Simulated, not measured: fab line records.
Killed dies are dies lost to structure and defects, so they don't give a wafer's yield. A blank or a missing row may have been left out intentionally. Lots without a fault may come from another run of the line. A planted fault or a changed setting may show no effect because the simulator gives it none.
fab line records	flow n5_finfet
record: lots: 9	wafers: 27	last_day: 18
route steps=1938 shown BEOL_M15@1809 PASS1_DEP@1831 PASSIVATION@1936
lots untouched by any fault: they come from a run of this same line in which no faults occurred
start_h: hours from the record's opening day to when the first of the lot's shown wafers began	wait_h: hours elapsed since this lot's preceding step	" as in the row above	L1.1+2: several wafers, shown together as one row	- no value present, or no start provided	* or withheld: withheld	< > ~ a bound
route shown NAME@n: names a module that has steps shown in the file, with the first one's number in the route	usual: mean and standard deviation over wafers with no fault	same: alike in all rows	chamber/n: place in a boat	sites: each site's reading	_std_site: how widely they spread, as a standard deviation	_edge_site: outer sites' mean less inner sites'	radius_mm: how far each site lies from the wafer's centre	mask NAME#n: copy n	behind: the most recent tool/chamber to have shaped the wafer	hold: the reason the lot was held/the length of the hold in hours/how it ended	device: transistor that didn't switch, given as n, p or np	end of line: the tests these same wafers got at the end of their route	where a step has no rows: the recipe by itself	killed: not the wafer's yield, but the dies lost to structure and defects at the first sort	map: dies across one wafer; x = killed, . = not, _ = none there
set.NAME: the setting as run; set.NAME@STEP: as run at that earlier step	model.NAME: the simulator's own value behind a step, which no gauge read
steps of the route over a sample of lots; a table a step, a row a wafer
services: when a tool's chamber went out of use (start_h, in hours from the record's first day, below 0 if earlier), for how many hours, and the reason
== steps ==
step: N5_BEOL_M15_TRENCH_ETCH_34
recipe: chemistry: C4F8/O2/Ar	target: SiO2	target_depth_a: 8729.3	he_inner_torr: 15	he_outer_torr: 30	time_s: 199	ion_energy_ev: 800	pressure_mtorr: 20	source_w: 1905	bias_w: 2040	Ar_flow_sccm: 400	C4F8_flow_sccm: 16	O2_flow_sccm: 12
usual: bias_w: 2041/5.9	chamber_pressure_mTorr: 20.001/0.019	drypump_motor_current_A: 5.9/0.33	oes_product_au: 0.82/0.082	rf_vpp_V: 2239/36	showerhead_plenum_p_Torr: 3.51/0.096	throttle_valve_pct: 30.93/0.27
lot.wafer	tool	chamber	start_h	wait_h	bias_w	chamber_pressure_mTorr	drypump_motor_current_A	oes_product_au	rf_hours_counter_h	rf_vpp_V	showerhead_plenum_p_Torr	throttle_valve_pct
L224.1	rie_diel-06	1	279.06	0.0	2042	20.016	6.0	0.94	22	2254	3.63	30.83
L224.3	"	3	"	"	2030	19.997	5.8	0.80	98	2247	3.34	31.49
L224.6	"	1	"	"	2042	19.994	5.9	0.94	-	2253	3.63	30.81
L225.3	rie_diel-04	0	305.56	0.0	2031	19.985	6.4	0.94	15	2296	3.64	30.95
L225.4	"	2	"	"	2040	20.012	5.4	0.75	152	2293	3.59	31.18
L225.5	"	3	"	"	2042	19.963	5.4	0.82	-	2223	3.49	30.90
L227.1	rie_diel-06	1	311.99	0.0	2038	20.007	5.9	0.92	32	2253	3.62	30.84
L227.3	"	0	"	"	2038	20.001	5.9	0.83	70	2215	3.50	30.69
L227.6	"	1	"	"	2043	20.027	5.9	0.93	-	2252	3.62	30.84
L231.1	rie_diel-04	2	320.77	0.0	2044	19.986	5.4	0.74	157	2295	3.59	31.19
L231.2	"	0	"	"	2056	20.035	6.3	0.91	20	2297	3.64	30.94
L231.6	"	3	"	"	2031	19.987	5.4	0.79	-	2222	3.49	30.90
L230.1	rie_diel-02	0	324.00	0.0	2044	20.006	6.5	0.95	14	2261	3.65	30.80
L230.2	"	2	"	"	2045	19.985	5.3	0.83	71	2245	3.49	30.96
L230.4	"	3	"	"	2042	20.022	5.9	0.81	84	2155	3.50	30.94
L234.1	rie_diel-02	3	361.73	0.0	2037	19.976	5.9	0.81	94	2155	3.49	30.95
L234.3	"	0	"	"	2037	19.975	6.5	0.93	23	2260	3.64	30.80
L234.6	"	0	"	"	2037	19.986	6.5	0.93	-	2261	3.64	30.81
L235.2	rie_diel-04	2	362.54	0.0	2037	19.999	5.4	0.74	168	2293	3.58	31.21
L235.3	"	3	"	"	2039	20.021	5.4	0.79	117	2224	3.48	30.91
L235.5	"	3	"	"	2036	19.981	5.5	0.79	-	2223	3.48	30.89
L243.2	rie_diel-02	2	411.26	0.0	2054	20.019	5.2	0.80	99	2245	3.47	30.99
L243.3	"	0	"	"	2036	20.018	6.5	0.89	42	2259	3.63	30.82
L243.4	"	1	"	"	2052	20.015	5.9	0.68	222	2245	3.40	31.29
L244.2	rie_diel-06	2	414.84	0.0	2031	20.012	5.9	0.68	206	2223	3.53	30.51
L244.4	"	1	"	"	2039	20.003	6.0	0.86	64	2252	3.60	30.85
L244.5	"	0	"	"	2040	20.019	5.8	0.80	-	2217	3.48	30.70
step: N5_BEOL_M15_CMP_49
recipe: stop_on: SiO2	t_overpolish_s: 4.9	down_force_psi: 2	platen_rpm: 80	clearing_platen_down_force_psi: 2	clearing_platen_rpm: 80	post_cmp_clean: cu_alkaline	target_thk_nm: 850	clearing_platen_pad_velocity_m_s: 1.5917	pad_velocity_m_s: 1.5917
usual: barrier_field_endpoint_s: 11.30/0.3	clearing_platen_down_force_psi: 2.000/0.0038	head_pressure_psi: 2.000/0.0041	motor_current_A: 8.3/0.65	overpolish_run_s: 4.901/0.0084	platen_rpm: 80.00/0.057
lot.wafer	tool	chamber	start_h	wait_h	barrier_field_endpoint_s	clearing_platen_down_force_psi	head_pressure_psi	motor_current_A	overpolish_run_s	platen_rpm
L224.1	cmp-02	3	282.09	0.3	11.65	1.996	1.997	7.7	4.903	80.01
L224.3	"	1	"	"	11.12	2.004	1.997	7.4	4.908	80.02
L224.6	"	3	"	"	11.19	2.000	1.996	7.8	4.902	79.91
L225.4	cmp-04	0	308.54	0.1	11.60	1.996	2.001	8.9	4.909	80.01
L225.3	"	1	"	"	12.23	2.002	1.995	8.5	4.902	80.05
L225.5	"	0	"	"	11.40	2.000	2.003	9.0	4.888	80.03
L227.3	cmp-02	0	314.80	0.2	11.43	1.998	1.998	9.0	4.894	80.04
L227.1	"	1	"	"	11.13	2.000	2.002	7.3	4.893	80.01
L227.6	"	3	"	"	11.82	1.998	1.996	7.8	4.899	79.97
L231.1	cmp-02	1	323.48	0.3	11.28	1.999	2.002	7.5	4.903	80.03
L231.2	"	2	"	"	11.13	2.001	2.001	7.9	4.913	80.07
L231.6	"	0	"	"	11.79	1.996	2.001	8.7	4.897	80.01
L230.2	cmp-02	0	326.50	0.2	11.19	2.006	2.004	8.6	4.898	80.01
L230.4	"	1	"	"	10.77	2.000	1.994	7.4	4.888	79.92
L230.1	"	3	"	"	11.13	2.007	2.007	8.4	4.908	80.03
L234.1	cmp-01	2	363.63	0.3	10.90	2.003	2.006	7.0	4.888	80.02
L234.3	"	0	"	"	10.64	2.005	1.999	8.2	4.910	80.00
L234.6	"	2	"	"	10.88	1.998	1.995	7.7	4.914	79.99
L235.3	cmp-02	0	367.31	0.2	11.52	2.005	2.005	8.8	4.907	79.99
L235.2	"	2	"	"	11.25	2.008	2.005	8.2	4.898	80.04
L235.5	"	1	"	"	11.10	2.004	1.997	7.3	4.916	79.98
L244.4	cmp-04	2	417.54	0.2	11.32	1.996	2.003	9.2	4.893	80.04
L244.2	"	3	"	"	11.29	2.004	2.000	7.8	4.915	80.00
L244.5	"	1	"	"	11.51	2.000	1.999	8.4	4.909	79.95
L243.3	cmp-01	3	417.69	0.3	11.22	2.004	1.999	8.8	4.893	80.06
L243.4	"	0	"	"	11.29	1.999	1.998	8.1	4.909	80.05
L243.2	"	1	"	"	11.06	2.003	1.996	7.6	4.894	79.99
step: N5_BEOL_M15_THK_MEAS_50
recipe: thk_meas_gauge: xrf	reads: Cu_of_BEOL_M15_ECD_47
usual: M15_THK: 850/20
lot.wafer	tool	chamber	start_h	wait_h	M15_THK[nm]
L224.1	film_metro-01	-	282.39	-	856
L224.3	"	-	"	"	840
L224.6	"	-	"	"	856
L225.3	film_metro-01	-	308.84	-	864
L225.4	"	-	"	"	854
L225.5	"	-	"	"	886
L227.1	film_metro-02	-	315.02	-	852
L227.3	"	-	"	"	873
L227.6	"	-	"	"	863
L231.1	film_metro-02	-	323.74	-	852
L231.2	"	-	"	"	860
L231.6	"	-	"	"	875
L230.1	film_metro-01	-	326.79	-	884
L230.2	"	-	"	"	828
L230.4	"	-	"	"	818
L234.1	film_metro-02	-	363.93	-	825
L234.3	"	-	"	"	876
L234.6	"	-	"	"	880
L235.2	film_metro-02	-	367.61	-	846
L235.3	"	-	"	"	867
L235.5	"	-	"	"	863
L244.2	film_metro-02	-	417.79	-	818
L244.4	"	-	"	"	858
L244.5	"	-	"	"	861
L243.2	film_metro-02	-	417.95	-	827
L243.3	"	-	"	"	966
L243.4	"	-	"	"	815
step: N5_BEOL_M15_RS_MEAS_54
recipe: thk_meas_gauge: four-point-probe	reads: Cu_of_BEOL_M15_ECD_47+Ta_of_BEOL_M15_SPUTTER_44+TaN_of_BEOL_M15_SPUTTER_43
usual: M15_RS: 0.0217/0.00055
lot.wafer	tool	chamber	start_h	wait_h	M15_RS[ohm/sq]
L224.1	film_metro-02	-	282.52	0.0	0.0215
L224.3	"	-	"	"	0.0219
L224.6	"	-	"	"	0.0216
L225.3	film_metro-02	-	308.97	0.1	0.0211
L225.4	"	-	"	"	0.0214
L225.5	"	-	"	"	0.0206
L227.1	film_metro-01	-	315.15	0.0	0.0216
L227.3	"	-	"	"	0.0212
L227.6	"	-	"	"	0.0213
L231.1	film_metro-02	-	323.87	0.0	0.0217
L231.2	"	-	"	"	0.0215
L231.6	"	-	"	"	0.0210
L230.1	film_metro-02	-	326.92	0.0	0.0209
L230.2	"	-	"	"	0.0224
L230.4	"	-	"	"	0.0226
L234.1	film_metro-02	-	364.06	0.0	0.0223
L234.3	"	-	"	"	0.0211
L234.6	"	-	"	"	0.0209
L235.2	film_metro-02	-	367.73	0.1	0.0215
L235.3	"	-	"	"	0.0210
L235.5	"	-	"	"	0.0211
L244.2	film_metro-01	-	417.92	0.1	0.0225
L244.4	"	-	"	"	0.0214
L244.5	"	-	"	"	0.0212
L243.2	film_metro-01	-	418.08	0.1	0.0224
L243.3	"	-	"	"	0.0191
L243.4	"	-	"	"	0.0226
step: N5_BEOL_M15_INSPECT_55
recipe: inspect_instrument: darkfield	mode: post_dep
usual: raw_defect_count: 75/27
lot.wafer	tool	chamber	start_h	wait_h	raw_defect_count
L224.1	defect_inspect-01	-	282.54	0.0	83
L224.3	"	-	"	"	73
L224.6	"	-	"	"	49
L225.3	defect_inspect-01	-	309.00	0.0	63
L225.4	"	-	"	"	60
L225.5	"	-	"	"	90
L227.1	defect_inspect-01	-	315.18	0.0	54
L227.3	"	-	"	"	79
L227.6	"	-	"	"	58
L231.1	defect_inspect-02	-	323.89	0.0	60
L231.2	"	-	"	"	55
L231.6	"	-	"	"	55
L230.1	defect_inspect-02	-	326.95	0.0	105
L230.2	"	-	"	"	99
L230.4	"	-	"	"	124
L234.1	defect_inspect-02	-	364.08	0.0	72
L234.3	"	-	"	"	122
L234.6	"	-	"	"	41
L235.2	defect_inspect-02	-	367.76	0.0	95
L235.3	"	-	"	"	94
L235.5	"	-	"	"	74
L244.2	defect_inspect-01	-	417.95	0.0	93
L244.4	"	-	"	"	129
L244.5	"	-	"	"	104
L243.2	defect_inspect-01	-	418.10	0.0	30
L243.3	"	-	"	"	55
L243.4	"	-	"	"	67
step: N5_PASSIVATION_PECVD_00
recipe: material: SiO2	target_thk_a: 2000	temp_c: 400	precursor: SiH4/N2O	pressure_torr: 2.7	rf_w: 608	time_s: 11.2
usual: heater_power_w: 660/100	showerhead_plenum_p_Torr: 8.17/0.073	showerhead_vpp_V: 1535/89	throttle_valve_pct: 50.9/1.6
lot.wafer	tool	chamber	start_h	wait_h	heater_power_w	showerhead_plenum_p_Torr	showerhead_vpp_V	throttle_valve_pct
L224.1	pecvd-03	0	283.53	0.8	608	8.13	1609	48.5
L224.3	"	1	"	"	701	8.17	1441	50.4
L224.6	"	1	"	"	723	8.18	1436	50.8
L225.3	pecvd-02	2	309.98	0.5	546	8.20	1717	48.8
L225.4	"	2	"	"	553	8.19	1718	48.8
L225.5	"	1	"	"	718	8.19	1492	51.8
L227.1	pecvd-01	1	316.17	0.8	664	8.05	1487	53.3
L227.3	"	0	"	"	683	8.32	1575	52.6
L227.6	"	1	"	"	703	8.07	1494	53.5
L231.1	pecvd-02	1	324.89	0.8	675	8.17	1493	52.0
L231.2	"	0	"	"	766	8.21	1545	50.0
L231.6	"	2	"	"	426	8.21	1756	48.9
L230.1	pecvd-01	0	327.94	0.8	659	8.30	1567	52.7
L230.2	"	2	"	"	674	8.10	1538	51.3
L230.4	"	2	"	"	677	8.09	1573	51.4
L234.1	pecvd-01	0	365.08	0.8	735	8.29	1517	52.6
L234.3	"	1	"	"	704	8.06	1461	53.6
L234.6	"	1	"	"	698	8.07	1525	53.3
L235.2	pecvd-03	0	368.75	0.7	674	8.14	1572	49.1
L235.3	"	1	"	"	856	8.18	1402	50.6
L235.5	"	2	"	"	416	8.21	1394	49.0
L244.2	pecvd-03	0	418.95	0.7	636	8.13	1576	49.3
L244.4	"	0	"	"	660	8.14	1598	49.1
L244.5	"	0	"	"	634	8.12	1601	49.5
L243.2	pecvd-02	1	419.09	0.7	766	8.17	1460	52.1
L243.3	"	0	"	"	732	8.21	1540	50.1
L243.4	"	0	"	"	751	8.20	1561	50.0
step: N5_PASSIVATION_PROBE_49
usual: defect_limited_yield: 91.7/1.5	killed_at_M0_to_M3: 32/10	killed_at_M4_up: 14/5.3	killed_at_contacts: 13/5.7	killed_at_front_end: 37/10	killed_at_other: 3.3/2.5	killed_dies: 98/18	killed_open: 65/13	killed_short: 31/7.5	sort_bin_5_function: 4.9/0.91	sort_bin_6_memory: 3.1/0.71	sort_n_pass: 1082/18	sort_yield_pct: 91.7/1.5
same: gross_dies: 1180	killed_at_back_side: 0	sort_bin_4_leakage[%]: 0	sort_bin_8_speed[%]: 0
lot.wafer	tool	chamber	start_h	wait_h	defect_limited_yield[%]	killed_at_M0_to_M3	killed_at_M4_up	killed_at_contacts	killed_at_front_end	killed_at_other	killed_dies	killed_open	killed_short	sort_bin_5_function[%]	sort_bin_6_memory[%]	sort_n_pass	sort_yield_pct[%]
L224.1	prober-01	-	300.38	0.0	94.2	22	10	7	29	0	68	37	24	3.0	2.1	1112	94.2
L224.3	prober-01	-	300.48	0.1	91.2	26	10	16	49	3	104	65	39	5.2	3.4	1076	91.2
L224.6	prober-01	-	300.63	0.3	91.3	28	17	11	45	2	103	57	42	4.8	3.2	1077	91.3
L225.3	prober-01	-	322.60	0.1	92.6	33	10	6	36	2	87	59	28	4.2	3.0	1093	92.6
L225.4	prober-01	-	322.65	0.2	92.0	28	17	16	32	1	94	69	22	4.3	3.5	1086	92.0
L225.5	prober-01	-	322.70	0.2	90.8	43	9	13	44	0	109	81	27	5.3	4.0	1071	90.8
L227.1	prober-02	-	327.90	0.0	91.0	21	17	20	45	3	106	70	35	5.5	3.1	1074	91.0
L227.3	prober-02	-	328.00	0.1	91.4	20	24	10	43	5	102	70	28	3.9	4.3	1078	91.4
L227.6	prober-02	-	328.15	0.3	92.3	20	14	18	36	3	91	58	31	4.4	3.1	1089	92.3
L231.1	prober-02	-	337.00	0.0	91.7	35	8	16	38	1	98	72	25	4.7	3.3	1082	91.7
L231.2	prober-02	-	337.05	0.1	88.0	51	23	30	36	2	142	96	44	6.1	5.8	1038	88.0
L231.6	prober-02	-	337.25	0.3	90.5	33	10	28	36	5	112	76	31	5.5	3.2	1068	90.5
L230.1	prober-01	-	342.09	0.0	91.5	23	8	14	50	5	100	52	47	4.8	3.1	1080	91.5
L230.2	prober-01	-	342.14	0.1	89.8	38	14	13	53	2	120	71	47	6.1	3.6	1060	89.8
L230.4	prober-01	-	342.24	0.2	92.2	27	10	10	43	2	92	65	27	5.2	2.4	1088	92.2
L234.1	prober-02	-	377.27	0.0	91.4	36	12	12	36	6	102	70	32	5.0	3.6	1078	91.4
L234.3	prober-02	-	377.37	0.1	89.3	51	12	23	39	1	126	82	44	5.8	4.3	1054	89.3
L234.6	prober-02	-	377.52	0.3	91.4	48	9	8	34	3	102	65	37	5.7	2.9	1078	91.4
L235.2	prober-01	-	382.35	0.1	92.9	14	17	6	43	4	84	45	28	4.1	2.6	1096	92.9
L235.3	prober-01	-	382.40	0.1	92.5	22	16	14	32	4	88	60	26	4.6	2.5	1092	92.5
L235.5	prober-01	-	382.50	0.2	92.9	27	26	10	18	3	84	56	24	4.3	2.5	1096	92.9
L244.2	prober-01	-	432.68	0.1	94.7	17	17	7	22	0	63	44	19	3.5	1.8	1117	94.7
L244.4	prober-01	-	432.78	0.2	92.9	22	13	18	28	3	84	64	19	4.3	2.5	1096	92.9
L244.5	prober-01	-	432.83	0.2	92.4	29	25	14	21	1	90	53	37	4.7	2.8	1090	92.4
L243.2	prober-02	-	434.63	0.1	91.0	29	12	16	47	2	106	69	36	5.6	3.1	1074	91.0
L243.3	prober-02	-	434.68	0.1	92.2	24	13	12	33	10	92	54	37	5.0	2.4	1088	92.2
L243.4	prober-02	-	434.73	0.2	89.2	41	16	23	47	1	128	82	46	6.2	4.4	1052	89.2
killed by level:class
L224.1 MOL_CONTACT_COAG:geometric_particle:open=6 BEOL_M0_SAQP:geometric_particle:short=6 HKMG_FIN:area_etch=6 FIN_SAQP:geometric_particle:short=5 BEOL_M0_SAQP:geometric_particle:open=5 DUMMY_GATE:geometric_particle:open=4 BEOL_M4:geometric_particle:open=4 FIN_SAQP:geometric_particle:open=3
L224.3 MOL_CONTACT_COAG:geometric_particle:open=15 FIN_SAQP:geometric_particle:short=14 BEOL_M0_SAQP:geometric_particle:open=8 FIN_SAQP:geometric_particle:open=6 DUMMY_GATE:geometric_particle:open=6 BEOL_M0_SAQP:geometric_particle:short=6 GATE_CUT:geometric_particle:short=5 GATE_CUT:geometric_particle:open=4
L224.6 MOL_CONTACT_COAG:geometric_particle:open=9 BEOL_M4:geometric_particle:open=9 BEOL_M0_SAQP:geometric_particle:open=7 FIN_SAQP:geometric_particle:short=6 BEOL_M0_SAQP:geometric_particle:short=6 FIN_SAQP:geometric_particle:open=5 DUMMY_GATE:geometric_particle:open=5 BEOL_M2:geometric_particle:open=5
L225.3 BEOL_M2:geometric_particle:open=12 FIN_SAQP:geometric_particle:open=8 FIN_SAQP:geometric_particle:short=6 MOL_CONTACT_COAG:geometric_particle:open=6 BEOL_M1:geometric_particle:open=6 BEOL_M0_SAQP:geometric_particle:short=5 BEOL_M4:geometric_particle:open=5 DUMMY_GATE:geometric_particle:open=4
L225.4 MOL_CONTACT_COAG:geometric_particle:open=11 BEOL_M2:geometric_particle:open=10 BEOL_M4:geometric_particle:open=9 STI_FIN_REVEAL:geometric_particle:open=8 FIN_SAQP:geometric_particle:open=7 MOL_CONTACT_COAG:geometric_particle:short=5 BEOL_M0_SAQP:geometric_particle:open=5 BEOL_M1:geometric_particle:short=4
L225.5 FIN_SAQP:geometric_particle:open=17 BEOL_M1:geometric_particle:open=14 BEOL_M2:geometric_particle:open=11 MOL_CONTACT_COAG:geometric_particle:open=10 FIN_SAQP:geometric_particle:short=7 GATE_CUT:geometric_particle:open=6 BEOL_M2:geometric_particle:short=5 BEOL_M4:geometric_particle:open=5
L227.1 MOL_CONTACT_COAG:geometric_particle:open=14 GATE_CUT:geometric_particle:short=11 DUMMY_GATE:geometric_particle:open=11 FIN_SAQP:geometric_particle:open=7 MOL_CONTACT_COAG:geometric_particle:short=6 BEOL_M4:geometric_particle:open=6 BEOL_M2:geometric_particle:open=5 BEOL_M0_SAQP:geometric_particle:open=4
L227.3 BEOL_M4:geometric_particle:open=16 DUMMY_GATE:geometric_particle:open=10 MOL_CONTACT_COAG:geometric_particle:open=8 BEOL_M2:geometric_particle:open=8 FIN_SAQP:geometric_particle:short=6 BEOL_M0_SAQP:geometric_particle:open=6 GATE_CUT:geometric_particle:short=5 FIN_SAQP:geometric_particle:open=4
L227.6 MOL_CONTACT_COAG:geometric_particle:open=17 BEOL_M4:geometric_particle:open=8 FIN_SAQP:geometric_particle:short=7 GATE_CUT:geometric_particle:short=7 BEOL_M2:geometric_particle:open=7 BEOL_M0_SAQP:geometric_particle:open=5 STI_FIN_REVEAL:geometric_particle:open=5 FIN_SAQP:geometric_particle:open=4
L231.1 MOL_CONTACT_COAG:geometric_particle:open=11 STI_FIN_REVEAL:geometric_particle:open=9 DUMMY_GATE:geometric_particle:open=9 BEOL_M1:geometric_particle:open=8 BEOL_M2:geometric_particle:open=7 BEOL_M3:geometric_particle:open=6 FIN_SAQP:geometric_particle:open=5 MOL_CONTACT_COAG:geometric_particle:short=5
L231.2 MOL_CONTACT_COAG:geometric_particle:open=22 BEOL_M3:geometric_particle:open=17 BEOL_M4:geometric_particle:open=11 MOL_CONTACT_COAG:geometric_particle:short=8 BEOL_M1:geometric_particle:open=7 GATE_CUT:geometric_particle:short=7 BEOL_M0_SAQP:geometric_particle:short=6 BEOL_M2:geometric_particle:open=6
L231.6 MOL_CONTACT_COAG:geometric_particle:open=24 DUMMY_GATE:geometric_particle:open=7 BEOL_M4:geometric_particle:open=7 BEOL_M0:geometric_particle:open=6 BEOL_M1:geometric_particle:open=6 BEOL_M2:geometric_particle:open=6 BEOL_M0_SAQP:geometric_particle:short=5 BEOL_M3:geometric_particle:open=5
L230.1 FIN_SAQP:geometric_particle:short=12 MOL_CONTACT_COAG:geometric_particle:open=12 FIN_SAQP:geometric_particle:open=7 DUMMY_GATE:geometric_particle:open=7 STARTING-WAFER:geometric_particle:short=7 STI_FIN_REVEAL:geometric_particle:open=6 BEOL_M0_SAQP:geometric_particle:short=6 BEOL_M3:geometric_particle:short=5
L230.2 FIN_SAQP:geometric_particle:short=22 MOL_CONTACT_COAG:geometric_particle:open=12 BEOL_M0_SAQP:geometric_particle:open=10 BEOL_M0_SAQP:geometric_particle:short=9 FIN_SAQP:geometric_particle:open=7 STI_FIN_REVEAL:geometric_particle:open=6 BEOL_M1:geometric_particle:open=6 BEOL_M6:geometric_particle:open=6
L230.4 STI_FIN_REVEAL:geometric_particle:open=14 FIN_SAQP:geometric_particle:short=10 MOL_CONTACT_COAG:geometric_particle:open=10 FIN_SAQP:geometric_particle:open=6 BEOL_M0_SAQP:geometric_particle:short=6 BEOL_M0_SAQP:geometric_particle:open=6 BEOL_M1:geometric_particle:open=6 BEOL_M2:geometric_particle:open=3
L234.1 FIN_SAQP:geometric_particle:short=11 MOL_CONTACT_COAG:geometric_particle:open=10 BEOL_M2:geometric_particle:open=8 FIN_SAQP:geometric_particle:open=7 BEOL_M3:geometric_particle:open=7 BEOL_M0_SAQP:geometric_particle:short=7 BEOL_M0_SAQP:geometric_particle:open=6 STI_FIN_REVEAL:geometric_particle:open=4
L234.3 MOL_CONTACT_COAG:geometric_particle:open=20 BEOL_M0_SAQP:geometric_particle:open=15 BEOL_M0_SAQP:geometric_particle:short=15 FIN_SAQP:geometric_particle:short=10 FIN_SAQP:geometric_particle:open=9 BEOL_M2:geometric_particle:open=8 ILD0:geometric_particle:open=5 BEOL_M1:geometric_particle:open=5
L234.6 BEOL_M2:geometric_particle:open=13 FIN_SAQP:geometric_particle:open=12 BEOL_M0_SAQP:geometric_particle:short=9 FIN_SAQP:geometric_particle:short=7 BEOL_M3:geometric_particle:open=7 MOL_CONTACT_COAG:geometric_particle:open=6 BEOL_M1:geometric_particle:open=6 BEOL_M0_SAQP:geometric_particle:open=5
L235.2 FIN_SAQP:geometric_particle:open=11 FIN_SAQP:geometric_particle:short=8 BEOL_M1:geometric_particle:open=6 STI_FIN_REVEAL:geometric_particle:open=5 BEOL_M4:geometric_particle:open=5 HKMG_FIN:area_etch=5 MOL_CONTACT_COAG:geometric_particle:short=4 BEOL_M5:geometric_particle:open=4
L235.3 MOL_CONTACT_COAG:geometric_particle:open=10 FIN_SAQP:geometric_particle:open=8 STI_FIN_REVEAL:geometric_particle:open=7 GATE_CUT:geometric_particle:short=7 BEOL_M2:geometric_particle:open=7 BEOL_M0_SAQP:geometric_particle:open=5 MOL_CONTACT_COAG:geometric_particle:short=4 BEOL_M1:geometric_particle:open=4
L235.5 BEOL_M4:geometric_particle:open=12 BEOL_M1:geometric_particle:open=9 MOL_CONTACT_COAG:geometric_particle:open=7 FIN_SAQP:geometric_particle:open=6 BEOL_M7:geometric_particle:open=6 MOL_CONTACT_COAG:geometric_particle:short=3 BEOL_M0_SAQP:geometric_particle:short=3 BEOL_M0_SAQP:geometric_particle:open=3
L244.2 BEOL_M4:geometric_particle:open=13 ILD0:geometric_particle:short=5 MOL_CONTACT_COAG:geometric_particle:open=5 BEOL_M3:geometric_particle:open=5 ILD0:geometric_particle:open=4 BEOL_M0_SAQP:geometric_particle:short=4 STI_FIN_REVEAL:geometric_particle:open=3 DUMMY_GATE:geometric_particle:open=3
L244.4 MOL_CONTACT_COAG:geometric_particle:open=16 BEOL_M1:geometric_particle:open=8 BEOL_M2:geometric_particle:open=6 BEOL_M4:geometric_particle:open=5 STI_FIN_REVEAL:geometric_particle:open=4 DUMMY_GATE:geometric_particle:open=4 GATE_CUT:geometric_particle:short=4 BEOL_M0_SAQP:geometric_particle:open=4
L244.5 BEOL_M4:geometric_particle:open=15 BEOL_M0_SAQP:geometric_particle:short=9 MOL_CONTACT_COAG:geometric_particle:open=8 FIN_SAQP:geometric_particle:short=7 MOL_CONTACT_COAG:geometric_particle:short=6 BEOL_M2:geometric_particle:open=5 BEOL_M3:geometric_particle:open=5 ILD0:geometric_particle:short=4
L243.2 FIN_SAQP:geometric_particle:open=14 MOL_CONTACT_COAG:geometric_particle:open=12 BEOL_M0_SAQP:geometric_particle:open=11 BEOL_M0_SAQP:geometric_particle:short=10 STI_FIN_REVEAL:geometric_particle:open=8 GATE_CUT:geometric_particle:short=8 FIN_SAQP:geometric_particle:short=6 MOL_CONTACT_COAG:geometric_particle:short=4
L243.3 FIN_SAQP:geometric_particle:open=12 BEOL_M0_SAQP:geometric_particle:short=8 BEOL_M0_SAQP:geometric_particle:open=8 MOL_CONTACT_COAG:geometric_particle:open=7 FIN_SAQP:geometric_particle:short=5 MOL_CONTACT_COAG:geometric_particle:short=5 GATE_CUT:geometric_particle:short=4 BEOL_M4:geometric_particle:short=4
L243.4 MOL_CONTACT_COAG:geometric_particle:open=19 BEOL_M0_SAQP:geometric_particle:short=19 FIN_SAQP:geometric_particle:open=16 BEOL_M0_SAQP:geometric_particle:open=12 GATE_CUT:geometric_particle:short=7 BEOL_M5:geometric_particle:open=6 STI_FIN_REVEAL:geometric_particle:open=5 BEOL_M3:geometric_particle:open=5
== services ==
tool	chamber	start_h	hours	kind
rie_diel-04	1	256.49	-	clean
rie_diel-04	1	256.49	-	consumable_replace:focus_ring
rie_diel-04	1	256.49	17.6	scheduled_down
cmp-01	-	256.89	4.0	pm
rie_diel-06	1	256.96	4.2	repair
pecvd-02	-	260.45	0.9	repair
cmp-01	-	264.15	4.2	pm
cmp-04	-	276.61	1.3	repair
pecvd-01	-	276.86	5.5	pm
rie_diel-06	-	301.29	2.1	repair
cmp-04	-	343.77	13.2	pm
cmp-02	-	349.16	6.5	repair
rie_diel-02	-	350.76	0.6	repair
cmp-04	-	359.60	0.8	repair
cmp-01	-	364.87	1.2	repair
rie_diel-04	-	369.49	0.5	repair
cmp-01	-	375.96	6.8	repair
cmp-02	-	377.20	4.0	pm
cmp-02	-	381.20	-	consumable_replace:conditioner
cmp-02	-	381.20	-	consumable_replace:pad
rie_diel-06	3	382.22	3.5	repair
rie_diel-06	3	387.36	10.5	repair
cmp-01	-	399.81	12.5	repair
pecvd-03	2	414.75	8.8	repair
== key ==
first_sign: step: N5_BEOL_M15_THK_MEAS_50	reading: M15_THK	direction: up	sigmas: 5.7	usual: 850	struck: 966
effect: step: N5_BEOL_M15_RS_MEAS_54	reading: M15_RS	direction: down	sigmas: 4.6	usual: 0.0217	struck: 0.0191
met_at N5_BEOL_M15_TRENCH_ETCH_34
struck_lots L243
struck_wafers L243.3
not_acting_at N5_BEOL_M15_CMP_49,N5_BEOL_M15_INSPECT_55,N5_PASSIVATION_PECVD_00
onset_between 361.73 411.26
fault: kind: process_parameter_drift	tool: rie_diel-02	chamber: 0	onset_h: 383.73	steps: N5_BEOL_M15_TRENCH_ETCH_34	channel: time_s	offset: *	shape: step	end_h: 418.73	acts_in: *	stated: *
